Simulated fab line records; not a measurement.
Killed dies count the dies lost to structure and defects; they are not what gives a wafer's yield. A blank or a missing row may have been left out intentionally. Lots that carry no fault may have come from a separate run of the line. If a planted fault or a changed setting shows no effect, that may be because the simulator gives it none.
fab line records + flow nand_harc
record
- lots=14
- wafers=42
- last_day=24
route steps=1159 shown P_M0@263
lots untouched by any fault: they come from a run of this same line in which no faults occurred
start_h: start of the lot's first displayed wafer, in hours after the record's first day + wait_h: hours from the lot's prior step to this one + " identical to the entry in the row above + L1.1+2: a row that stands for several wafers + - no value, or no start was given + * or withheld: withheld + < > ~ a bound
route shown NAME@n: a module of which the file shows steps, and the number in the route of the first + usual: average and standard deviation across the fault-free wafers + same: alike in all rows + chamber/n: place in a boat + sites: each site's reading + _std_site: the values' standard deviation + _edge_site: the outer-site mean with the inner-site mean subtracted + radius_mm: for every site, how far away it sits from the centre of the wafer + mask NAME#n: copy n + behind: the last tool/chamber to shape the wafer + hold: reason for holding the lot/hours on hold/outcome of the hold + device: transistor that didn't switch, given as n, p or np + end of line: at the end of the route, the tests of the same wafers + step lacking rows: just its recipe + killed: count of dies lost to structure and defects at first sort (not the wafer's yield) + map: a wafer's dies, marking killed ones x, the rest . and places with no die _
set.NAME: the run value of the setting; set.NAME@STEP: its run value at that earlier step + model.NAME: the simulator's own value behind a step, which no gauge read
a sample of lots followed through the steps of the route, with each step as a table and each wafer as a row
services: from which hour (start_h, from the record's first day; less than 0 if before it) a tool's chamber was out of use, for how many hours, and why
## steps
# step NHARC_P_M0_CD_MEAS_09
# recipe
- target_cd_nm=90
- landing_energy_ev=500
# usual
- cd_nm=90.1/0.69
| lot.wafer | tool      | chamber | start_h | wait_h | cd_nm |
|-----------|-----------|---------|---------|--------|-------|
| L843.1    | cd_sem-03 | 0       | 110.52  | -      | 90.5  |
| L843.4    | "         | 0       | "       | "      | 90.8  |
| L843.5    | "         | 0       | "       | "      | 89.9  |
| L846.4    | cd_sem-02 | 0       | 134.78  | -      | 89.1  |
| L846.5    | "         | 0       | "       | "      | 89.8  |
| L846.6    | "         | 0       | "       | "      | 89.7  |
| L845.3    | cd_sem-01 | 0       | 135.32  | -      | 89.5  |
| L845.4    | "         | 0       | "       | "      | 89.1  |
| L845.5    | "         | 0       | "       | "      | 89.4  |
| L844.2    | cd_sem-02 | 0       | 138.72  | -      | 89.5  |
| L844.4    | "         | 0       | "       | "      | 88.8  |
| L844.6    | "         | 0       | "       | "      | 89.4  |
| L848.2    | cd_sem-03 | 0       | 153.51  | -      | 90.8  |
| L848.4    | "         | 0       | "       | "      | 90.2  |
| L848.6    | "         | 0       | "       | "      | 90.1  |
| L852.1    | cd_sem-03 | 0       | 175.02  | -      | 89.7  |
| L852.3    | "         | 0       | "       | "      | 90.6  |
| L852.5    | "         | 0       | "       | "      | 90.4  |
| L856.4    | cd_sem-02 | 0       | 191.88  | -      | 89.1  |
| L856.5    | "         | 0       | "       | "      | 89.3  |
| L856.6    | "         | 0       | "       | "      | 88.9  |
| L853.1    | cd_sem-01 | 0       | 192.31  | -      | 89.6  |
| L853.2    | "         | 0       | "       | "      | 90.9  |
| L853.4    | "         | 0       | "       | "      | 90.5  |
| L859.1    | cd_sem-03 | 0       | 211.52  | -      | 89.1  |
| L859.2    | "         | 0       | "       | "      | 89.0  |
| L859.3    | "         | 0       | "       | "      | 90.2  |
| L862.2    | cd_sem-03 | 0       | 224.60  | -      | 90.0  |
| L862.4    | "         | 0       | "       | "      | 90.3  |
| L862.6    | "         | 0       | "       | "      | 89.2  |
| L861.1    | cd_sem-03 | 0       | 225.17  | -      | 90.6  |
| L861.3    | "         | 0       | "       | "      | 90.5  |
| L861.4    | "         | 0       | "       | "      | 89.6  |
| L863.1    | cd_sem-03 | 0       | 230.58  | -      | 90.6  |
| L863.2    | "         | 0       | "       | "      | 91.0  |
| L863.5    | "         | 0       | "       | "      | 90.8  |
| L864.2    | cd_sem-02 | 0       | 242.59  | -      | 90.4  |
| L864.4    | "         | 0       | "       | "      | 91.3  |
| L864.6    | "         | 0       | "       | "      | 90.2  |
| L866.1    | cd_sem-02 | 0       | 265.59  | -      | 91.5  |
| L866.2    | "         | 0       | "       | "      | 90.7  |
| L866.3    | "         | 0       | "       | "      | 89.6  |
# step NHARC_P_M0_ETCH_15
# recipe
- target_depth_a=1500
- overetch_a=150
- time_s=82.5
- c4f8_flow_sccm=withheld
- ar_flow_sccm=400
- rf_w=600
- bias_w=300
- chemistry=C4F8/Ar
# usual
- oes_product_au=0.955/0.021
- rf_fwd_power_W=594.5/2.5
- rf_vpp_V=441.5/1.9
| lot.wafer | tool        | chamber | start_h | wait_h | oes_product_au | rf_fwd_power_W | rf_hours_counter_h | rf_vpp_V |
|-----------|-------------|---------|---------|--------|----------------|----------------|--------------------|----------|
| L843.4    | rie_diel-05 | 0       | -       | -      | 0.976          | 592.3          | 8                  | 441.8    |
| L843.1    | "           | 2       | "       | "      | 0.982          | 592.4          | 8                  | 437.0    |
| L843.5    | "           | 3       | "       | "      | 0.983          | 595.2          | -                  | 445.0    |
| L846.4    | rie_diel-05 | 3       | -       | -      | 0.960          | 595.7          | 9                  | 443.0    |
| L846.6    | "           | 0       | "       | "      | 0.977          | 593.5          | -                  | 441.7    |
| L846.5    | "           | 1       | "       | "      | 0.979          | 595.8          | -                  | 443.5    |
| L845.3    | rie_diel-07 | 3       | -       | -      | 0.940          | 597.0          | 4                  | 442.0    |
| L845.4    | "           | 0       | "       | "      | 0.959          | 595.0          | 4                  | 442.0    |
| L845.5    | "           | 3       | "       | "      | 0.952          | 594.8          | -                  | 442.7    |
| L844.4    | rie_diel-06 | 1       | -       | -      | 0.957          | 596.1          | 6                  | 440.5    |
| L844.2    | "           | 2       | "       | "      | 0.973          | 594.2          | 7                  | 441.2    |
| L844.6    | "           | 1       | "       | "      | 0.962          | 598.4          | -                  | 440.6    |
| L848.4    | rie_diel-05 | 2       | -       | -      | 0.953          | 592.9          | 10                 | 438.0    |
| L848.2    | "           | 3       | "       | "      | 0.978          | 593.2          | 11                 | 444.0    |
| L848.6    | "           | 1       | "       | "      | 0.954          | 596.3          | -                  | 442.7    |
| L852.3    | rie_diel-05 | 3       | -       | -      | 0.965          | 599.4          | 0                  | 443.6    |
| L852.1    | "           | 2       | "       | "      | 0.946          | 593.6          | 0                  | 439.7    |
| L852.5    | "           | 1       | "       | "      | 0.933          | 594.8          | -                  | 441.8    |
| L856.4    | rie_diel-05 | 1       | -       | -      | 0.948          | 595.3          | 1                  | 443.7    |
| L856.5    | "           | 1       | "       | "      | 0.948          | 595.9          | -                  | 440.3    |
| L856.6    | "           | 2       | "       | "      | 0.947          | 590.9          | -                  | 439.2    |
| L853.4    | rie_diel-05 | 2       | -       | -      | 0.961          | 590.7          | 1                  | 438.8    |
| L853.2    | "           | 3       | "       | "      | 0.962          | 594.0          | 1                  | 445.1    |
| L853.1    | "           | 0       | "       | "      | 0.950          | 594.3          | 1                  | 442.2    |
| L859.3    | rie_diel-06 | 2       | -       | -      | 0.928          | 596.1          | 10                 | 440.6    |
| L859.2    | "           | 0       | "       | "      | 0.921          | 593.7          | 10                 | 440.2    |
| L859.1    | "           | 1       | "       | "      | 0.926          | 595.7          | 10                 | 439.8    |
| L862.2    | rie_diel-05 | 0       | -       | -      | 0.904          | 595.0          | 3                  | 442.7    |
| L862.6    | "           | 0       | "       | "      | 0.912          | 592.5          | -                  | 440.8    |
| L862.4    | "           | 1       | "       | "      | 0.905          | 591.8          | -                  | 442.2    |
| L861.1    | rie_diel-05 | 0       | -       | -      | 0.930          | 592.8          | 3                  | 442.6    |
| L861.3    | "           | 1       | "       | "      | 0.926          | 595.9          | 3                  | 441.9    |
| L861.4    | "           | 2       | "       | "      | 0.930          | 590.6          | -                  | 438.6    |
| L863.1    | rie_diel-06 | 3       | -       | -      | 0.935          | 597.2          | 12                 | 439.8    |
| L863.2    | "           | 0       | "       | "      | 0.930          | 596.3          | 11                 | 440.6    |
| L863.5    | "           | 2       | "       | "      | 0.937          | 591.7          | -                  | 440.4    |
| L864.2    | rie_diel-05 | 2       | -       | -      | 0.946          | 591.3          | 5                  | 438.5    |
| L864.4    | "           | 0       | "       | "      | 0.964          | 592.9          | 5                  | 441.6    |
| L864.6    | "           | 3       | "       | "      | 0.983          | 593.5          | -                  | 443.6    |
| L866.3    | rie_diel-07 | 1       | -       | -      | 0.958          | 600.1          | 1                  | 444.7    |
| L866.2    | "           | 2       | "       | "      | 0.922          | 591.5          | 2                  | 440.4    |
| L866.1    | "           | 3       | "       | "      | 0.934          | 597.3          | 2                  | 443.4    |
# step NHARC_P_M0_PRE_CLEAN_31
# recipe
- time_s=12
- temp_c=370
- rf_power_w=300
- gas=NH3
# usual
- heater_power_w=640/74
- rf_fwd_power_W=292.7/0.91
- susceptor_temp_C=370.01/0.22
| lot.wafer | tool     | chamber | start_h | wait_h | heater_power_w | rf_fwd_power_W | susceptor_temp_C |
|-----------|----------|---------|---------|--------|----------------|----------------|------------------|
| L843.1    | pecvd-02 | 0       | 113.31  | 0.1    | 629            | 292.6          | 370.18           |
| L843.5    | "        | 2       | "       | "      | 777            | 293.6          | 370.09           |
| L843.4    | "        | 0       | "       | "      | 641            | 292.8          | 370.16           |
| L846.5    | pecvd-01 | 2       | 137.58  | 0.1    | 551            | 292.5          | 370.24           |
| L846.6    | "        | 0       | "       | "      | 588            | 291.8          | 369.98           |
| L846.4    | "        | 1       | "       | "      | 716            | 292.4          | 370.02           |
| L845.3    | pecvd-02 | 1       | 138.20  | 0.1    | 624            | 293.7          | 370.18           |
| L845.5    | "        | 2       | "       | "      | 782            | 292.1          | 369.67           |
| L845.4    | "        | 0       | "       | "      | 706            | 293.4          | 370.25           |
| L844.2    | pecvd-01 | 0       | 141.49  | 0.1    | 639            | 291.8          | 370.11           |
| L844.4    | "        | 1       | "       | "      | 722            | 292.7          | 369.93           |
| L844.6    | "        | 2       | "       | "      | 556            | 291.0          | 369.83           |
| L848.2    | pecvd-04 | 2       | 156.25  | 0.1    | 638            | 292.4          | 369.79           |
| L848.4    | "        | 2       | "       | "      | 622            | 292.3          | 369.91           |
| L848.6    | "        | 1       | "       | "      | 541            | 291.3          | 370.01           |
| L852.1    | pecvd-02 | 1       | 177.85  | 0.1    | 673            | 291.9          | 370.35           |
| L852.3    | "        | 2       | "       | "      | 708            | 292.9          | 369.04           |
| L852.5    | "        | 0       | "       | "      | 663            | 294.1          | 370.09           |
| L856.5    | pecvd-02 | 2       | 194.64  | 0.1    | 745            | 291.3          | 370.19           |
| L856.4    | "        | 0       | "       | "      | 635            | 291.6          | 369.81           |
| L856.6    | "        | 1       | "       | "      | 639            | 290.9          | 369.71           |
| L853.2    | pecvd-02 | 1       | 195.18  | 0.1    | 680            | 292.7          | 369.83           |
| L853.1    | "        | 0       | "       | "      | 591            | 293.1          | 370.05           |
| L853.4    | "        | 0       | "       | "      | 596            | 294.1          | 369.93           |
| L859.2    | pecvd-01 | 0       | 214.31  | 0.1    | 663            | 292.0          | 370.16           |
| L859.1    | "        | 1       | "       | "      | 731            | 293.3          | 369.81           |
| L859.3    | "        | 2       | "       | "      | 511            | 291.5          | 369.88           |
| L862.2    | pecvd-01 | 1       | 227.37  | 0.1    | 651            | 293.4          | 369.99           |
| L862.6    | "        | 2       | "       | "      | 566            | 292.9          | 369.99           |
| L862.4    | "        | 0       | "       | "      | 690            | 292.9          | 370.03           |
| L861.1    | pecvd-02 | 0       | 228.02  | 0.1    | 680            | 292.6          | 370.41           |
| L861.3    | "        | 1       | "       | "      | 691            | 292.7          | 370.30           |
| L861.4    | "        | 0       | "       | "      | 694            | 291.8          | 370.40           |
| L863.1    | pecvd-02 | 0       | 233.59  | 0.1    | 641            | 292.5          | 370.17           |
| L863.2    | "        | 1       | "       | "      | 571            | 294.6          | 369.91           |
| L863.5    | "        | 2       | "       | "      | 669            | 292.7          | 370.12           |
| L864.2    | pecvd-02 | 2       | 245.53  | 0.2    | 805            | 293.9          | 370.11           |
| L864.4    | "        | 1       | "       | "      | 669            | 293.2          | 369.83           |
| L864.6    | "        | 2       | "       | "      | 777            | 293.0          | 369.76           |
| L866.2    | pecvd-04 | 2       | 268.38  | 0.1    | 652            | 293.9          | 369.99           |
| L866.3    | "        | 0       | "       | "      | 513            | 291.6          | 370.08           |
| L866.1    | "        | 1       | "       | "      | 591            | 293.2          | 369.77           |
# step NHARC_P_M0_DEP_32
# recipe
- target_thk_a=300
- temp_c=370
- target_thk_nm=30
- pressure_torr=3
- flow_sccm=200
- rf_w=450
- material=SiCN
# usual
- chamber_pressure_Torr=3.001/0.0071
- heater_power_outer_w=334/54
- heater_power_w=584/76
- rf_fwd_power_W=449.0/1.4
- susceptor_temp_C=369.96/0.21
| lot.wafer | tool     | chamber | start_h | wait_h | chamber_pressure_Torr | heater_power_outer_w | heater_power_w | rf_fwd_power_W | susceptor_temp_C |
|-----------|----------|---------|---------|--------|-----------------------|----------------------|----------------|----------------|------------------|
| L843.1    | pecvd-02 | 0       | 113.45  | 0.1    | 3.004                 | 363                  | 593            | 448.9          | 369.73           |
| L843.5    | "        | 2       | "       | "      | 3.007                 | 463                  | 773            | 451.0          | 369.90           |
| L843.4    | "        | 0       | "       | "      | 3.009                 | 357                  | 581            | 449.1          | 370.07           |
| L846.5    | pecvd-01 | 2       | 137.75  | 0.2    | 3.017                 | 241                  | 447            | 449.3          | 370.00           |
| L846.6    | "        | 0       | "       | "      | 3.000                 | 359                  | 623            | 450.0          | 369.77           |
| L846.4    | "        | 1       | "       | "      | 2.996                 | 400                  | 670            | 450.4          | 369.89           |
| L845.3    | pecvd-02 | 1       | 138.34  | 0.1    | 3.002                 | 323                  | 613            | 451.4          | 369.91           |
| L845.5    | "        | 2       | "       | "      | 3.001                 | 441                  | 733            | 448.6          | 369.80           |
| L845.4    | "        | 0       | "       | "      | 3.007                 | 381                  | 639            | 450.8          | 369.94           |
| L844.2    | pecvd-01 | 0       | 141.57  | 0.1    | 3.000                 | 260                  | 492            | 448.6          | 370.11           |
| L844.4    | "        | 1       | "       | "      | 3.004                 | 323                  | 564            | 449.8          | 370.22           |
| L844.6    | "        | 2       | "       | "      | 3.005                 | 267                  | 458            | 449.9          | 369.99           |
| L848.2    | pecvd-04 | 2       | 156.32  | 0.1    | 3.004                 | 334                  | 574            | 447.1          | 370.15           |
| L848.4    | "        | 2       | "       | "      | 2.994                 | 332                  | 577            | 449.9          | 370.13           |
| L848.6    | "        | 1       | "       | "      | 2.997                 | 247                  | 464            | 449.0          | 369.80           |
| L852.1    | pecvd-02 | 1       | 177.96  | 0.1    | -                     | -                    | -              | -              | -                |
| L852.3    | "        | 2       | "       | "      | -                     | -                    | -              | -              | -                |
| L852.5    | "        | 0       | "       | "      | -                     | -                    | -              | -              | -                |
| L856.5    | pecvd-02 | 2       | 194.81  | 0.2    | -                     | -                    | -              | -              | -                |
| L856.4    | "        | 0       | "       | "      | -                     | -                    | -              | -              | -                |
| L856.6    | "        | 1       | "       | "      | -                     | -                    | -              | -              | -                |
| L853.2    | pecvd-02 | 1       | 195.26  | 0.1    | 2.990                 | 347                  | 627            | 447.1          | 369.99           |
| L853.1    | "        | 0       | "       | "      | 3.002                 | 351                  | 572            | 446.8          | 370.30           |
| L853.4    | "        | 0       | "       | "      | 3.013                 | 345                  | 594            | 448.1          | 369.85           |
| L859.2    | pecvd-01 | 0       | 214.39  | 0.1    | 3.000                 | 287                  | 542            | 449.8          | 370.10           |
| L859.1    | "        | 1       | "       | "      | 3.002                 | 415                  | 688            | 449.1          | 369.83           |
| L859.3    | "        | 2       | "       | "      | 2.993                 | 295                  | 508            | 449.8          | 370.20           |
| L862.2    | pecvd-01 | 1       | 227.45  | 0.1    | 2.993                 | 306                  | 563            | 447.1          | 370.02           |
| L862.6    | "        | 2       | "       | "      | 2.994                 | 281                  | 491            | 447.8          | 369.48           |
| L862.4    | "        | 0       | "       | "      | 3.003                 | 341                  | 606            | 449.5          | 370.12           |
| L861.1    | pecvd-02 | 0       | 228.10  | 0.1    | 2.997                 | 344                  | 561            | 447.2          | 370.12           |
| L861.3    | "        | 1       | "       | "      | 2.991                 | 317                  | 597            | 449.0          | 370.31           |
| L861.4    | "        | 0       | "       | "      | 3.012                 | 344                  | 578            | 449.4          | 370.24           |
| L863.1    | pecvd-02 | 0       | 233.66  | 0.1    | 3.003                 | 352                  | 605            | 449.5          | 370.04           |
| L863.2    | "        | 1       | "       | "      | 3.003                 | 262                  | 524            | 450.4          | 369.89           |
| L863.5    | "        | 2       | "       | "      | 2.996                 | 442                  | 737            | 448.8          | 370.06           |
| L864.2    | pecvd-02 | 2       | 245.67  | 0.1    | 2.975                 | 429                  | 682            | 451.0          | 369.98           |
| L864.4    | "        | 1       | "       | "      | 3.007                 | 325                  | 593            | 449.7          | 369.92           |
| L864.6    | "        | 2       | "       | "      | 2.990                 | 418                  | 711            | 449.3          | 370.21           |
| L866.2    | pecvd-04 | 2       | 268.46  | 0.1    | 2.993                 | 343                  | 586            | 449.3          | 370.04           |
| L866.3    | "        | 0       | "       | "      | 3.013                 | 270                  | 484            | 447.7          | 369.94           |
| L866.1    | "        | 1       | "       | "      | 2.996                 | 257                  | 482            | 450.4          | 369.87           |
## services
| tool        | chamber | start_h | hours | kind       |
|-------------|---------|---------|-------|------------|
| rie_diel-06 | 0       | 89.64   | 9.4   | repair     |
| rie_diel-07 | 3       | 95.64   | 9.9   | repair     |
| pecvd-01    | -       | 107.77  | 2.6   | repair     |
| pecvd-02    | 2       | 145.66  | 14.2  | repair     |
| rie_diel-05 | 2       | 146.92  | 5.3   | repair     |
| pecvd-02    | -       | 153.32  | 13.0  | pm         |
| pecvd-02    | 0       | 153.32  | 13.0  | vent_cycle |
| pecvd-02    | 1       | 153.32  | 13.0  | vent_cycle |
| rie_diel-06 | 1       | 155.88  | 1.4   | repair     |
| rie_diel-05 | -       | 163.60  | 9.0   | pm         |
| pecvd-02    | 0       | 166.32  | -     | clean      |
| pecvd-02    | 1       | 166.32  | -     | clean      |
| pecvd-02    | 2       | 166.32  | -     | clean      |
| pecvd-04    | -       | 188.84  | 1.5   | repair     |
| pecvd-04    | -       | 195.27  | 13.0  | pm         |
| rie_diel-07 | 0       | 220.31  | 14.3  | repair     |
| rie_diel-05 | 3       | 223.78  | 5.4   | repair     |
| rie_diel-07 | -       | 228.20  | 9.0   | pm         |
| pecvd-02    | -       | 231.10  | 0.5   | repair     |
| pecvd-04    | 2       | 236.04  | 5.6   | repair     |
| pecvd-01    | -       | 237.19  | 13.0  | pm         |
| rie_diel-06 | -       | 241.20  | 9.0   | pm         |
| rie_diel-05 | 2       | 262.83  | 8.4   | repair     |
| rie_diel-06 | -       | 265.38  | 0.5   | repair     |
## key
first_sign
- step=NHARC_P_M0_DEP_32
- reading=tool_record
- direction=missing
effect none on later readings
met_at NHARC_P_M0_DEP_32
struck_lots L852,L856
sort_left_out L852.1,L852.3,L852.5,L856.4,L856.5,L856.6
not_acting_at NHARC_P_M0_CD_MEAS_09,NHARC_P_M0_ETCH_15,NHARC_P_M0_PRE_CLEAN_31
onset_between 138.34 177.96
fault
- kind=skipped_step_whole
- tool=pecvd-02
- chamber=-
- onset_h=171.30
- steps=NHARC_P_M0_DEP_32
- scope=struck_lots_only
# sort_left_out: the simulated sort isn't trusted on such a fault, so these wafers' sort isn't shown, and their yield isn't known
